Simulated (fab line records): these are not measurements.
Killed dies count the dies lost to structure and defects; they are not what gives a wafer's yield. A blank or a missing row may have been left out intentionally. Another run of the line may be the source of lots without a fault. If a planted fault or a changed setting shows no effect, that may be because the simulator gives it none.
fab line records / flow nandHarc
record lots=6 wafers=18 lastDay=33
route steps=1302 shown A_BLC@1125 A_M0@1137
lots that met no fault: from a run of the same line without faults
startH: start of the lot's first displayed wafer, in hours after the record's first day / waitH: hours elapsed since this lot's preceding step / " identical to the entry in the row above / L1.1+2: one row covering several wafers at once / - no value, or no start given / * or withheld: withheld / < > ~ a bound
route shown NAME@n: NAME is a module with steps in the file, n the number in the route of the first one / usual: mean/standard deviation taken from wafers without a fault / same: alike in all rows / chamber/n: place in a boat / sites: the reading at each site / _std_site: standard deviation of those values / _edge_site: outer sites' mean less inner sites' / radiusMm: for every site, how far away it sits from the centre of the wafer / mask NAME#n: copy n / behind: tool/chamber where the wafer was last shaped / hold: reason for holding the lot/hours on hold/outcome of the hold / device: the transistor (n, p or np) that didn't switch / end of line: the tests these same wafers got at the end of their route / step lacking rows: just its recipe / killed: count of dies lost to structure and defects at first sort (not the wafer's yield) / map: per-die view of a wafer (x killed, . not killed, _ where there is no die)
set.NAME: setting as actually run; set.NAME@STEP: the setting as run at that earlier step / model.NAME: the simulator's own value behind a step, which no gauge read
lots at some steps of the route; a table a step, a row a wafer
services: the hour from which a tool's chamber was out of use, counted from the record's first day as startH (under 0 if before that day), plus the number of hours and why
## steps
# step NHARC_A_BLC_STRIP_29
# recipe cf4FlowSccm=150 arFlowSccm=0 biasW=0 chemistry=CF4
# step NHARC_A_BLC_STRIP_21
# recipe o2FlowSccm=500 arFlowSccm=0 biasW=0 chemistry=O2
# usual drypumpMotorCurrentA=5.8/0.53 oesProductAu=1.002/0.011 rfVppV=57.7/0.99 showerheadPlenumPTorr=3.51/0.11 throttleValvePct=17.037/0.0094
# same biasW=0
lot.wafer=L895.4 tool=rieDiel-10 chamber=1 startH=638.73 waitH=0.1 drypumpMotorCurrentA=5.1 oesProductAu=0.980 rfHoursCounterH=2 rfVppV=56.4 showerheadPlenumPTorr=3.43 throttleValvePct=17.044
lot.wafer=L895.3 tool=rieDiel-10 chamber=2 startH=638.73 waitH=0.1 drypumpMotorCurrentA=5.3 oesProductAu=0.988 rfHoursCounterH=3 rfVppV=58.8 showerheadPlenumPTorr=3.70 throttleValvePct=17.041
lot.wafer=L895.6 tool=rieDiel-10 chamber=0 startH=638.73 waitH=0.1 drypumpMotorCurrentA=6.0 oesProductAu=0.987 rfHoursCounterH=- rfVppV=60.3 showerheadPlenumPTorr=3.44 throttleValvePct=17.029
lot.wafer=L900.4 tool=rieDiel-12 chamber=3 startH=691.79 waitH=0.1 drypumpMotorCurrentA=6.5 oesProductAu=1.028 rfHoursCounterH=3 rfVppV=59.5 showerheadPlenumPTorr=3.56 throttleValvePct=17.022
lot.wafer=L900.6 tool=rieDiel-12 chamber=0 startH=691.79 waitH=0.1 drypumpMotorCurrentA=5.1 oesProductAu=1.010 rfHoursCounterH=- rfVppV=55.8 showerheadPlenumPTorr=3.63 throttleValvePct=17.036
lot.wafer=L900.5 tool=rieDiel-12 chamber=1 startH=691.79 waitH=0.1 drypumpMotorCurrentA=6.1 oesProductAu=1.020 rfHoursCounterH=- rfVppV=57.9 showerheadPlenumPTorr=3.49 throttleValvePct=17.030
lot.wafer=L899.4 tool=rieDiel-12 chamber=2 startH=693.82 waitH=0.1 drypumpMotorCurrentA=6.2 oesProductAu=1.005 rfHoursCounterH=4 rfVppV=59.5 showerheadPlenumPTorr=3.39 throttleValvePct=17.023
lot.wafer=L899.3 tool=rieDiel-12 chamber=0 startH=693.82 waitH=0.1 drypumpMotorCurrentA=5.1 oesProductAu=1.009 rfHoursCounterH=4 rfVppV=57.9 showerheadPlenumPTorr=3.63 throttleValvePct=17.027
lot.wafer=L899.5 tool=rieDiel-12 chamber=2 startH=693.82 waitH=0.1 drypumpMotorCurrentA=6.2 oesProductAu=0.999 rfHoursCounterH=- rfVppV=57.4 showerheadPlenumPTorr=3.39 throttleValvePct=17.042
lot.wafer=L901.3 tool=rieDiel-12 chamber=1 startH=708.33 waitH=0.1 drypumpMotorCurrentA=6.1 oesProductAu=1.007 rfHoursCounterH=5 rfVppV=56.4 showerheadPlenumPTorr=3.49 throttleValvePct=17.029
lot.wafer=L901.2 tool=rieDiel-12 chamber=0 startH=708.33 waitH=0.1 drypumpMotorCurrentA=5.1 oesProductAu=1.004 rfHoursCounterH=5 rfVppV=58.6 showerheadPlenumPTorr=3.63 throttleValvePct=17.028
lot.wafer=L901.6 tool=rieDiel-12 chamber=1 startH=708.33 waitH=0.1 drypumpMotorCurrentA=6.1 oesProductAu=1.007 rfHoursCounterH=- rfVppV=59.4 showerheadPlenumPTorr=3.49 throttleValvePct=17.031
lot.wafer=L903.1 tool=rieDiel-12 chamber=3 startH=724.48 waitH=0.1 drypumpMotorCurrentA=6.6 oesProductAu=1.013 rfHoursCounterH=5 rfVppV=57.9 showerheadPlenumPTorr=3.55 throttleValvePct=17.038
lot.wafer=L903.4 tool=rieDiel-12 chamber=0 startH=724.48 waitH=0.1 drypumpMotorCurrentA=5.1 oesProductAu=1.000 rfHoursCounterH=6 rfVppV=58.6 showerheadPlenumPTorr=3.63 throttleValvePct=17.034
lot.wafer=L903.6 tool=rieDiel-12 chamber=3 startH=724.48 waitH=0.1 drypumpMotorCurrentA=6.5 oesProductAu=1.017 rfHoursCounterH=- rfVppV=58.3 showerheadPlenumPTorr=3.55 throttleValvePct=17.028
lot.wafer=L905.3 tool=rieDiel-10 chamber=1 startH=737.74 waitH=0.1 drypumpMotorCurrentA=5.1 oesProductAu=0.993 rfHoursCounterH=12 rfVppV=56.6 showerheadPlenumPTorr=3.43 throttleValvePct=17.040
lot.wafer=L905.1 tool=rieDiel-10 chamber=0 startH=737.74 waitH=0.1 drypumpMotorCurrentA=6.0 oesProductAu=1.003 rfHoursCounterH=9 rfVppV=56.7 showerheadPlenumPTorr=3.44 throttleValvePct=17.035
lot.wafer=L905.6 tool=rieDiel-10 chamber=2 startH=737.74 waitH=0.1 drypumpMotorCurrentA=5.3 oesProductAu=0.988 rfHoursCounterH=- rfVppV=58.9 showerheadPlenumPTorr=3.70 throttleValvePct=17.036
# step NHARC_A_BLC_STRIP_22
# recipe timeS=600 tempC=30 chemistry=postEtchResidueRemover
# step NHARC_A_BLC_DEGAS_30
# recipe tempC=300 timeS=60
# usual heaterPowerW=469/45 susceptorTempC=299.99/0.18
lot.wafer=L895.3 tool=pvdSputter-01 chamber=- startH=639.15 waitH=- heaterPowerW=513 susceptorTempC=299.78
lot.wafer=L895.4 tool=pvdSputter-01 chamber=- startH=639.15 waitH=- heaterPowerW=390 susceptorTempC=300.07
lot.wafer=L895.6 tool=pvdSputter-01 chamber=- startH=639.15 waitH=- heaterPowerW=483 susceptorTempC=299.64
lot.wafer=L900.4 tool=pvdSputter-02 chamber=- startH=692.20 waitH=- heaterPowerW=514 susceptorTempC=299.92
lot.wafer=L900.5 tool=pvdSputter-02 chamber=- startH=692.20 waitH=- heaterPowerW=479 susceptorTempC=300.15
lot.wafer=L900.6 tool=pvdSputter-02 chamber=- startH=692.20 waitH=- heaterPowerW=520 susceptorTempC=299.98
lot.wafer=L899.3 tool=pvdSputter-01 chamber=- startH=694.25 waitH=- heaterPowerW=378 susceptorTempC=299.83
lot.wafer=L899.4 tool=pvdSputter-01 chamber=- startH=694.25 waitH=- heaterPowerW=530 susceptorTempC=300.51
lot.wafer=L899.5 tool=pvdSputter-01 chamber=- startH=694.25 waitH=- heaterPowerW=386 susceptorTempC=300.00
lot.wafer=L901.2 tool=pvdSputter-01 chamber=- startH=708.79 waitH=- heaterPowerW=502 susceptorTempC=300.33
lot.wafer=L901.3 tool=pvdSputter-01 chamber=- startH=708.79 waitH=- heaterPowerW=438 susceptorTempC=300.10
lot.wafer=L901.6 tool=pvdSputter-01 chamber=- startH=708.79 waitH=- heaterPowerW=499 susceptorTempC=299.90
lot.wafer=L903.4 tool=pvdSputter-01 chamber=- startH=724.89 waitH=- heaterPowerW=497 susceptorTempC=300.03
lot.wafer=L903.1 tool=pvdSputter-01 chamber=- startH=724.89 waitH=- heaterPowerW=507 susceptorTempC=299.93
lot.wafer=L903.6 tool=pvdSputter-01 chamber=- startH=724.89 waitH=- heaterPowerW=447 susceptorTempC=300.26
lot.wafer=L905.3 tool=pvdSputter-01 chamber=- startH=738.16 waitH=- heaterPowerW=391 susceptorTempC=299.87
lot.wafer=L905.1 tool=pvdSputter-01 chamber=- startH=738.16 waitH=- heaterPowerW=505 susceptorTempC=299.56
lot.wafer=L905.6 tool=pvdSputter-01 chamber=- startH=738.16 waitH=- heaterPowerW=504 susceptorTempC=299.93
# step NHARC_A_BLC_PRE_CLEAN_31
# recipe timeS=15 biasV=250 gas=Ar
# step NHARC_A_BLC_PVD_32
# recipe targetThkA=50 chamberPressurePa=5 powerW=5000 substrateTempC=200 timeS=17.7 material=Ti
# usual throttleValvePct=30.5/1.1
lot.wafer=L895.3 tool=pvdSputter-01 chamber=- startH=- waitH=- throttleValvePct=29.9
lot.wafer=L895.4 tool=pvdSputter-01 chamber=- startH=- waitH=- throttleValvePct=32.4
lot.wafer=L895.6 tool=pvdSputter-01 chamber=- startH=- waitH=- throttleValvePct=31.0
lot.wafer=L900.4 tool=pvdSputter-02 chamber=- startH=- waitH=- throttleValvePct=31.2
lot.wafer=L900.5 tool=pvdSputter-02 chamber=- startH=- waitH=- throttleValvePct=31.2
lot.wafer=L900.6 tool=pvdSputter-02 chamber=- startH=- waitH=- throttleValvePct=29.8
lot.wafer=L899.4 tool=pvdSputter-01 chamber=- startH=- waitH=- throttleValvePct=31.1
lot.wafer=L899.3 tool=pvdSputter-01 chamber=- startH=- waitH=- throttleValvePct=32.4
lot.wafer=L899.5 tool=pvdSputter-01 chamber=- startH=- waitH=- throttleValvePct=30.9
lot.wafer=L901.3 tool=pvdSputter-01 chamber=- startH=- waitH=- throttleValvePct=29.8
lot.wafer=L901.2 tool=pvdSputter-01 chamber=- startH=- waitH=- throttleValvePct=31.1
lot.wafer=L901.6 tool=pvdSputter-01 chamber=- startH=- waitH=- throttleValvePct=29.9
lot.wafer=L903.1 tool=pvdSputter-01 chamber=- startH=- waitH=- throttleValvePct=32.5
lot.wafer=L903.4 tool=pvdSputter-01 chamber=- startH=- waitH=- throttleValvePct=31.4
lot.wafer=L903.6 tool=pvdSputter-01 chamber=- startH=- waitH=- throttleValvePct=32.5
lot.wafer=L905.3 tool=pvdSputter-01 chamber=- startH=- waitH=- throttleValvePct=31.1
lot.wafer=L905.1 tool=pvdSputter-01 chamber=- startH=- waitH=- throttleValvePct=29.7
lot.wafer=L905.6 tool=pvdSputter-01 chamber=- startH=- waitH=- throttleValvePct=32.9
# step NHARC_A_BLC_ALD_23
# recipe targetThkA=30 pulseTimeS=1 aldCycles=150 tempC=450 material=TiN
# step NHARC_A_BLC_CVD_24
# recipe targetThkA=1500 tempC=300 pressureTorr=40 wf6FlowSccm=40 h2FlowSccm=1600 arFlowSccm=1560 timeS=434 material=W
# usual heaterPowerW=465/31 mfcH2Sccm=1601/4.8 susceptorTempC=300.04/0.17 throttleValvePct=8.03/0.24
lot.wafer=L895.4 tool=cvdW-01 chamber=0 startH=- waitH=- heaterPowerW=453 mfcH2Sccm=1596 susceptorTempC=300.05 throttleValvePct=8.16
lot.wafer=L895.3 tool=cvdW-01 chamber=1 startH=- waitH=- heaterPowerW=501 mfcH2Sccm=1600 susceptorTempC=299.96 throttleValvePct=7.83
lot.wafer=L895.6 tool=cvdW-01 chamber=0 startH=- waitH=- heaterPowerW=435 mfcH2Sccm=1596 susceptorTempC=300.10 throttleValvePct=7.83
lot.wafer=L900.4 tool=cvdW-02 chamber=0 startH=- waitH=- heaterPowerW=457 mfcH2Sccm=1602 susceptorTempC=300.07 throttleValvePct=8.00
lot.wafer=L900.6 tool=cvdW-02 chamber=1 startH=- waitH=- heaterPowerW=454 mfcH2Sccm=1602 susceptorTempC=299.73 throttleValvePct=8.21
lot.wafer=L900.5 tool=cvdW-02 chamber=0 startH=- waitH=- heaterPowerW=438 mfcH2Sccm=1597 susceptorTempC=299.96 throttleValvePct=7.69
lot.wafer=L899.3 tool=cvdW-01 chamber=0 startH=- waitH=- heaterPowerW=434 mfcH2Sccm=1604 susceptorTempC=300.06 throttleValvePct=8.02
lot.wafer=L899.4 tool=cvdW-01 chamber=1 startH=- waitH=- heaterPowerW=501 mfcH2Sccm=1602 susceptorTempC=300.21 throttleValvePct=8.14
lot.wafer=L899.5 tool=cvdW-01 chamber=0 startH=- waitH=- heaterPowerW=442 mfcH2Sccm=1605 susceptorTempC=299.94 throttleValvePct=8.12
lot.wafer=L901.2 tool=cvdW-01 chamber=1 startH=- waitH=- heaterPowerW=510 mfcH2Sccm=1597 susceptorTempC=299.74 throttleValvePct=8.27
lot.wafer=L901.3 tool=cvdW-01 chamber=0 startH=- waitH=- heaterPowerW=439 mfcH2Sccm=1596 susceptorTempC=299.71 throttleValvePct=8.13
lot.wafer=L901.6 tool=cvdW-01 chamber=0 startH=- waitH=- heaterPowerW=452 mfcH2Sccm=1596 susceptorTempC=300.15 throttleValvePct=8.26
lot.wafer=L903.1 tool=cvdW-02 chamber=1 startH=- waitH=- heaterPowerW=459 mfcH2Sccm=1596 susceptorTempC=300.18 throttleValvePct=8.32
lot.wafer=L903.4 tool=cvdW-02 chamber=1 startH=- waitH=- heaterPowerW=447 mfcH2Sccm=1592 susceptorTempC=300.08 throttleValvePct=8.08
lot.wafer=L903.6 tool=cvdW-02 chamber=1 startH=- waitH=- heaterPowerW=464 mfcH2Sccm=1597 susceptorTempC=300.26 throttleValvePct=8.18
lot.wafer=L905.1 tool=cvdW-02 chamber=0 startH=- waitH=- heaterPowerW=446 mfcH2Sccm=1606 susceptorTempC=300.19 throttleValvePct=7.83
lot.wafer=L905.3 tool=cvdW-02 chamber=1 startH=- waitH=- heaterPowerW=458 mfcH2Sccm=1608 susceptorTempC=299.91 throttleValvePct=8.55
lot.wafer=L905.6 tool=cvdW-02 chamber=1 startH=- waitH=- heaterPowerW=459 mfcH2Sccm=1609 susceptorTempC=300.24 throttleValvePct=8.05
# step NHARC_A_BLC_CMP_25
# recipe tOverpolishS=30 targetThkNm=150
# usual motorCurrentA=11.6/0.92 overpolishRunS=30.001/0.0086 timeToEndpointS=29.7/2.5
lot.wafer=L895.3 tool=cmp-02 chamber=0 startH=640.11 waitH=0.2 motorCurrentA=12.7 overpolishRunS=30.001 timeToEndpointS=27.9
lot.wafer=L895.4 tool=cmp-02 chamber=2 startH=640.11 waitH=0.2 motorCurrentA=11.0 overpolishRunS=29.989 timeToEndpointS=27.2
lot.wafer=L895.6 tool=cmp-02 chamber=0 startH=640.11 waitH=0.2 motorCurrentA=13.0 overpolishRunS=30.001 timeToEndpointS=29.3
lot.wafer=L900.4 tool=cmp-04 chamber=3 startH=693.21 waitH=0.3 motorCurrentA=10.8 overpolishRunS=29.999 timeToEndpointS=29.9
lot.wafer=L900.6 tool=cmp-04 chamber=1 startH=693.21 waitH=0.3 motorCurrentA=12.3 overpolishRunS=30.011 timeToEndpointS=29.1
lot.wafer=L900.5 tool=cmp-04 chamber=2 startH=693.21 waitH=0.3 motorCurrentA=13.6 overpolishRunS=29.999 timeToEndpointS=32.6
lot.wafer=L899.4 tool=cmp-04 chamber=3 startH=695.21 waitH=0.2 motorCurrentA=11.6 overpolishRunS=29.991 timeToEndpointS=26.3
lot.wafer=L899.3 tool=cmp-04 chamber=1 startH=695.21 waitH=0.2 motorCurrentA=13.2 overpolishRunS=30.008 timeToEndpointS=28.1
lot.wafer=L899.5 tool=cmp-04 chamber=3 startH=695.21 waitH=0.2 motorCurrentA=11.9 overpolishRunS=30.004 timeToEndpointS=27.6
lot.wafer=L901.2 tool=cmp-01 chamber=3 startH=709.75 waitH=0.4 motorCurrentA=12.0 overpolishRunS=30.024 timeToEndpointS=27.7
lot.wafer=L901.3 tool=cmp-01 chamber=2 startH=709.75 waitH=0.4 motorCurrentA=10.4 overpolishRunS=29.991 timeToEndpointS=29.7
lot.wafer=L901.6 tool=cmp-01 chamber=0 startH=709.75 waitH=0.4 motorCurrentA=12.0 overpolishRunS=29.987 timeToEndpointS=30.9
lot.wafer=L903.4 tool=cmp-01 chamber=3 startH=726.33 waitH=0.4 motorCurrentA=11.6 overpolishRunS=29.991 timeToEndpointS=31.7
lot.wafer=L903.1 tool=cmp-01 chamber=1 startH=726.33 waitH=0.4 motorCurrentA=10.5 overpolishRunS=29.999 timeToEndpointS=31.4
lot.wafer=L903.6 tool=cmp-01 chamber=2 startH=726.33 waitH=0.4 motorCurrentA=10.6 overpolishRunS=29.996 timeToEndpointS=30.2
lot.wafer=L905.3 tool=cmp-01 chamber=3 startH=739.65 waitH=0.3 motorCurrentA=11.9 overpolishRunS=29.995 timeToEndpointS=30.6
lot.wafer=L905.1 tool=cmp-01 chamber=0 startH=739.65 waitH=0.3 motorCurrentA=11.4 overpolishRunS=29.987 timeToEndpointS=28.8
lot.wafer=L905.6 tool=cmp-01 chamber=0 startH=739.65 waitH=0.3 motorCurrentA=11.7 overpolishRunS=29.994 timeToEndpointS=28.5
# step NHARC_A_BLC_SRD_27
# step NHARC_A_BLC_INSPECT_28
# usual rawDefectCount=541/140
lot.wafer=L895.3 tool=defectInspect-01 chamber=- startH=640.51 waitH=0.1 rawDefectCount=424
lot.wafer=L895.4 tool=defectInspect-01 chamber=- startH=640.51 waitH=0.1 rawDefectCount=520
lot.wafer=L895.6 tool=defectInspect-01 chamber=- startH=640.51 waitH=0.1 rawDefectCount=372
lot.wafer=L900.4 tool=defectInspect-01 chamber=- startH=693.57 waitH=0.1 rawDefectCount=571
lot.wafer=L900.5 tool=defectInspect-01 chamber=- startH=693.57 waitH=0.1 rawDefectCount=598
lot.wafer=L900.6 tool=defectInspect-01 chamber=- startH=693.57 waitH=0.1 rawDefectCount=655
lot.wafer=L899.3 tool=defectInspect-02 chamber=- startH=695.63 waitH=0.1 rawDefectCount=530
lot.wafer=L899.4 tool=defectInspect-02 chamber=- startH=695.63 waitH=0.1 rawDefectCount=560
lot.wafer=L899.5 tool=defectInspect-02 chamber=- startH=695.63 waitH=0.1 rawDefectCount=509
lot.wafer=L901.2 tool=defectInspect-01 chamber=- startH=710.15 waitH=0.1 rawDefectCount=616
lot.wafer=L901.3 tool=defectInspect-01 chamber=- startH=710.15 waitH=0.1 rawDefectCount=471
lot.wafer=L901.6 tool=defectInspect-01 chamber=- startH=710.15 waitH=0.1 rawDefectCount=758
lot.wafer=L903.1 tool=defectInspect-02 chamber=- startH=726.70 waitH=0.1 rawDefectCount=555
lot.wafer=L903.4 tool=defectInspect-02 chamber=- startH=726.70 waitH=0.1 rawDefectCount=567
lot.wafer=L903.6 tool=defectInspect-02 chamber=- startH=726.70 waitH=0.1 rawDefectCount=453
lot.wafer=L905.1 tool=defectInspect-01 chamber=- startH=740.06 waitH=0.1 rawDefectCount=742
lot.wafer=L905.3 tool=defectInspect-01 chamber=- startH=740.06 waitH=0.1 rawDefectCount=593
lot.wafer=L905.6 tool=defectInspect-01 chamber=- startH=740.06 waitH=0.1 rawDefectCount=459
# step NHARC_A_M0_DEP_00
# recipe targetThkA=1500 targetThkNm=150 tempC=withheld pressureTorr=5 flowSccm=200 rfW=600 material=SiOC
# usual chamberPressureTorr=5.000/0.011 rfFwdPowerW=598.6/2
lot.wafer=L895.3 tool=pecvd-03 chamber=0 startH=640.62 waitH=0.1 chamberPressureTorr=4.981 rfFwdPowerW=600.5
lot.wafer=L895.6 tool=pecvd-03 chamber=0 startH=640.62 waitH=0.1 chamberPressureTorr=4.971 rfFwdPowerW=599.4
lot.wafer=L895.4 tool=pecvd-03 chamber=1 startH=640.62 waitH=0.1 chamberPressureTorr=5.003 rfFwdPowerW=598.0
lot.wafer=L900.6 tool=pecvd-03 chamber=1 startH=693.77 waitH=0.2 chamberPressureTorr=- rfFwdPowerW=-
lot.wafer=L900.4 tool=pecvd-03 chamber=2 startH=693.77 waitH=0.2 chamberPressureTorr=- rfFwdPowerW=-
lot.wafer=L900.5 tool=pecvd-03 chamber=0 startH=693.77 waitH=0.2 chamberPressureTorr=- rfFwdPowerW=-
lot.wafer=L899.3 tool=pecvd-01 chamber=0 startH=695.74 waitH=0.1 chamberPressureTorr=- rfFwdPowerW=-
lot.wafer=L899.4 tool=pecvd-01 chamber=2 startH=695.74 waitH=0.1 chamberPressureTorr=- rfFwdPowerW=-
lot.wafer=L899.5 tool=pecvd-01 chamber=0 startH=695.74 waitH=0.1 chamberPressureTorr=- rfFwdPowerW=-
lot.wafer=L901.2 tool=pecvd-04 chamber=0 startH=710.22 waitH=0.1 chamberPressureTorr=4.993 rfFwdPowerW=600.6
lot.wafer=L901.3 tool=pecvd-04 chamber=2 startH=710.22 waitH=0.1 chamberPressureTorr=4.990 rfFwdPowerW=598.9
lot.wafer=L901.6 tool=pecvd-04 chamber=2 startH=710.22 waitH=0.1 chamberPressureTorr=4.981 rfFwdPowerW=600.8
lot.wafer=L903.1 tool=pecvd-03 chamber=0 startH=726.86 waitH=0.2 chamberPressureTorr=4.991 rfFwdPowerW=598.9
lot.wafer=L903.6 tool=pecvd-03 chamber=1 startH=726.86 waitH=0.2 chamberPressureTorr=4.996 rfFwdPowerW=594.9
lot.wafer=L903.4 tool=pecvd-03 chamber=2 startH=726.86 waitH=0.2 chamberPressureTorr=4.997 rfFwdPowerW=600.1
lot.wafer=L905.1 tool=pecvd-01 chamber=1 startH=740.12 waitH=0.1 chamberPressureTorr=5.006 rfFwdPowerW=595.9
lot.wafer=L905.3 tool=pecvd-01 chamber=2 startH=740.12 waitH=0.1 chamberPressureTorr=5.004 rfFwdPowerW=596.8
lot.wafer=L905.6 tool=pecvd-01 chamber=2 startH=740.12 waitH=0.1 chamberPressureTorr=4.984 rfFwdPowerW=598.6
# step NHARC_A_M0_DEHYDRATE_01
# recipe tempC=150 timeS=120
## services
tool=rieDiel-12 chamber=- startH=622.40 hours=9.0 kind=pm
tool=rieDiel-12 chamber=0 startH=622.40 hours=9.0 kind=ventCycle
tool=cmp-02 chamber=- startH=624.56 hours=4.0 kind=pm
tool=pecvd-04 chamber=2 startH=628.67 hours=11.9 kind=repair
tool=cmp-02 chamber=- startH=629.80 hours=4.5 kind=repair
tool=cvdW-02 chamber=- startH=631.00 hours=13.0 kind=pm
tool=pecvd-04 chamber=- startH=631.49 hours=13.0 kind=pm
tool=cmp-04 chamber=- startH=632.85 hours=1.8 kind=repair
tool=pvdSputter-02 chamber=- startH=638.20 hours=10.0 kind=pm
tool=rieDiel-10 chamber=0 startH=651.02 hours=7.8 kind=repair
tool=pecvd-01 chamber=- startH=652.24 hours=1.1 kind=repair
tool=cvdW-01 chamber=1 startH=667.66 hours=1.5 kind=repair
tool=pecvd-01 chamber=- startH=673.14 hours=13.0 kind=pm
tool=cmp-01 chamber=- startH=676.64 hours=4.0 kind=pm
tool=cmp-02 chamber=- startH=678.15 hours=0.7 kind=repair
tool=pvdSputter-01 chamber=- startH=684.99 hours=8.9 kind=repair
tool=cmp-01 chamber=- startH=688.01 hours=9.2 kind=repair
tool=rieDiel-10 chamber=0 startH=694.04 hours=4.3 kind=repair
tool=cmp-04 chamber=- startH=702.00 hours=4.0 kind=pm
tool=rieDiel-12 chamber=2 startH=706.26 hours=2.7 kind=repair
tool=cvdW-02 chamber=0 startH=720.09 hours=18.6 kind=repair
tool=cmp-02 chamber=- startH=722.56 hours=4.0 kind=pm
tool=cvdW-01 chamber=- startH=728.00 hours=13.0 kind=pm
tool=pecvd-03 chamber=- startH=728.18 hours=13.0 kind=pm
## key
firstSign step=NHARC_A_M0_DEP_00 reading=toolRecord direction=missing
effect none on later readings
metAt NHARC_A_M0_DEP_00
struckWafers L899.3,L899.4,L899.5,L900.4,L900.5,L900.6
laterRowsLeftOut L899.3,L899.4,L899.5,L900.4,L900.5,L900.6
sortLeftOut L899.3,L899.4,L899.5,L900.4,L900.5,L900.6
onsetBetween 640.62 693.77
fault kind=skippedStepWhole tool=pecvd-01,pecvd-03 chamber=- onsetH=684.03 steps=NHARC_A_M0_DEP_00 scope=struckLotsOnly
# sortLeftOut: the simulated sort isn't trusted on such a fault, so these wafers' sort isn't shown, and their yield isn't known
# laterRowsLeftOut: the simulator's readings of these wafers behind a module that went badly wrong aren't trusted and aren't shown, but for the sort
